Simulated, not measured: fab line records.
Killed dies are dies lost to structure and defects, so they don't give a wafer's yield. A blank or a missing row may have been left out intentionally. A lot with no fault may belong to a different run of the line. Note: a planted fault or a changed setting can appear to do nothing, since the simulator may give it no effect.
Chamber matching || flow nand_harc || NHARC_A_STAIRCASE_DESCUM_270 on rie_diel-11 has 4 sister chambers
The step chemistry O2, time 3 s. 16 wafers are shown with their chamber, then 8 later ones without.

## EACH WAFER AND ITS CHAMBER
{"wafer": "L080.3", "chamber": 1, "drypump_motor_current_A (A)": 6.4, "showerhead_plenum_p_Torr (Torr)": 1.95, "oes_product_au (a.u.)": 1.014}
{"wafer": "L080.4", "chamber": 3, "drypump_motor_current_A (A)": 6.3, "showerhead_plenum_p_Torr (Torr)": 1.97, "oes_product_au (a.u.)": 1.013}
{"wafer": "L080.6", "chamber": 2, "drypump_motor_current_A (A)": 5.6, "showerhead_plenum_p_Torr (Torr)": 1.83, "oes_product_au (a.u.)": 0.996}
{"wafer": "L081.2", "chamber": 2, "drypump_motor_current_A (A)": 5.5, "showerhead_plenum_p_Torr (Torr)": 1.83, "oes_product_au (a.u.)": 0.993}
{"wafer": "L081.4", "chamber": 1, "drypump_motor_current_A (A)": 6.4, "showerhead_plenum_p_Torr (Torr)": 1.95, "oes_product_au (a.u.)": 1.028}
{"wafer": "L081.6", "chamber": 2, "drypump_motor_current_A (A)": 5.5, "showerhead_plenum_p_Torr (Torr)": 1.83, "oes_product_au (a.u.)": 1.000}
{"wafer": "L084.3", "chamber": 1, "drypump_motor_current_A (A)": 6.4, "showerhead_plenum_p_Torr (Torr)": 1.95, "oes_product_au (a.u.)": 1.019}
{"wafer": "L084.4", "chamber": 2, "drypump_motor_current_A (A)": 5.6, "showerhead_plenum_p_Torr (Torr)": 1.83, "oes_product_au (a.u.)": 0.999}
{"wafer": "L084.6", "chamber": 3, "drypump_motor_current_A (A)": 6.3, "showerhead_plenum_p_Torr (Torr)": 1.96, "oes_product_au (a.u.)": 1.004}
{"wafer": "L088.2", "chamber": 2, "drypump_motor_current_A (A)": 5.5, "showerhead_plenum_p_Torr (Torr)": 1.82, "oes_product_au (a.u.)": 0.996}
{"wafer": "L088.3", "chamber": 3, "drypump_motor_current_A (A)": 6.3, "showerhead_plenum_p_Torr (Torr)": 1.96, "oes_product_au (a.u.)": 0.998}
{"wafer": "L088.6", "chamber": 0, "drypump_motor_current_A (A)": 5.3, "showerhead_plenum_p_Torr (Torr)": 2.03, "oes_product_au (a.u.)": 1.006}
{"wafer": "L090.4", "chamber": 1, "drypump_motor_current_A (A)": 6.4, "showerhead_plenum_p_Torr (Torr)": 1.94, "oes_product_au (a.u.)": 1.014}
{"wafer": "L090.5", "chamber": 1, "drypump_motor_current_A (A)": 6.4, "showerhead_plenum_p_Torr (Torr)": 1.94, "oes_product_au (a.u.)": 1.010}
{"wafer": "L090.6", "chamber": 2, "drypump_motor_current_A (A)": 5.5, "showerhead_plenum_p_Torr (Torr)": 1.82, "oes_product_au (a.u.)": 1.000}
{"wafer": "L091.3", "chamber": 3, "drypump_motor_current_A (A)": 6.3, "showerhead_plenum_p_Torr (Torr)": 1.95, "oes_product_au (a.u.)": 0.988}

SIGNATURES (averages over the wafers above)
{"reading": "drypump_motor_current_A", "chamber 0": 5.300, "chamber 1": 6.400, "chamber 2": 5.533, "chamber 3": 6.300, "scatter within a chamber": 0.0333}
{"reading": "showerhead_plenum_p_Torr", "chamber 0": 2.0300, "chamber 1": 1.9460, "chamber 2": 1.8267, "chamber 3": 1.9600, "scatter within a chamber": 0.00615}
{"reading": "oes_product_au", "chamber 0": 1.00600, "chamber 1": 1.01700, "chamber 2": 0.99733, "chamber 3": 1.00075, "scatter within a chamber": 0.00684}
Rule: a wafer lies at a distance from a chamber equal to the root of the sum of squares, over the readings, of (its reading less the chamber's mean, divided by the reading's scatter). If the next closest chamber is less than 2 further off than the closest, the wafer can't be placed; otherwise it belongs to the closest. How the scatter is found: for the shown wafers, subtract from each reading the mean of its chamber, square and add these, divide the total by (wafers less chambers), then take the root.

## WAFERS MISSING THEIR CHAMBER
{"wafer": "L091.4", "drypump_motor_current_A (A)": 6.4, "showerhead_plenum_p_Torr (Torr)": 1.94, "oes_product_au (a.u.)": 1.020}
{"wafer": "L091.5", "drypump_motor_current_A (A)": 5.3, "showerhead_plenum_p_Torr (Torr)": 2.02, "oes_product_au (a.u.)": 1.004}
{"wafer": "L092.3", "drypump_motor_current_A (A)": 5.3, "showerhead_plenum_p_Torr (Torr)": 2.02, "oes_product_au (a.u.)": 1.013}
{"wafer": "L092.4", "drypump_motor_current_A (A)": 6.3, "showerhead_plenum_p_Torr (Torr)": 1.95, "oes_product_au (a.u.)": 1.008}
{"wafer": "L092.5", "drypump_motor_current_A (A)": 6.4, "showerhead_plenum_p_Torr (Torr)": 1.94, "oes_product_au (a.u.)": 1.017}
{"wafer": "L097.1", "drypump_motor_current_A (A)": 5.3, "showerhead_plenum_p_Torr (Torr)": 2.02, "oes_product_au (a.u.)": 1.011}
{"wafer": "L097.3", "drypump_motor_current_A (A)": 6.3, "showerhead_plenum_p_Torr (Torr)": 1.95, "oes_product_au (a.u.)": 1.002}
{"wafer": "L097.5", "drypump_motor_current_A (A)": 6.4, "showerhead_plenum_p_Torr (Torr)": 1.93, "oes_product_au (a.u.)": 1.013}

## WHICH CHAMBER EACH WENT THROUGH
{"wafer": "L091.4", "from the rows above": 1, "in truth": 1}
{"wafer": "L091.5", "from the rows above": 0, "in truth": 0}
{"wafer": "L092.3", "from the rows above": 0, "in truth": 0}
{"wafer": "L092.4", "from the rows above": "can't be placed: 3 or 1", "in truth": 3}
{"wafer": "L092.5", "from the rows above": 1, "in truth": 1}
{"wafer": "L097.1", "from the rows above": 0, "in truth": 0}
{"wafer": "L097.3", "from the rows above": 3, "in truth": 3}
{"wafer": "L097.5", "from the rows above": 1, "in truth": 1}
Placed correctly: 7 of 8. Unplaceable from these rows: 1, with the true chamber sitting among the candidates in 1. Wrongly placed: 0.
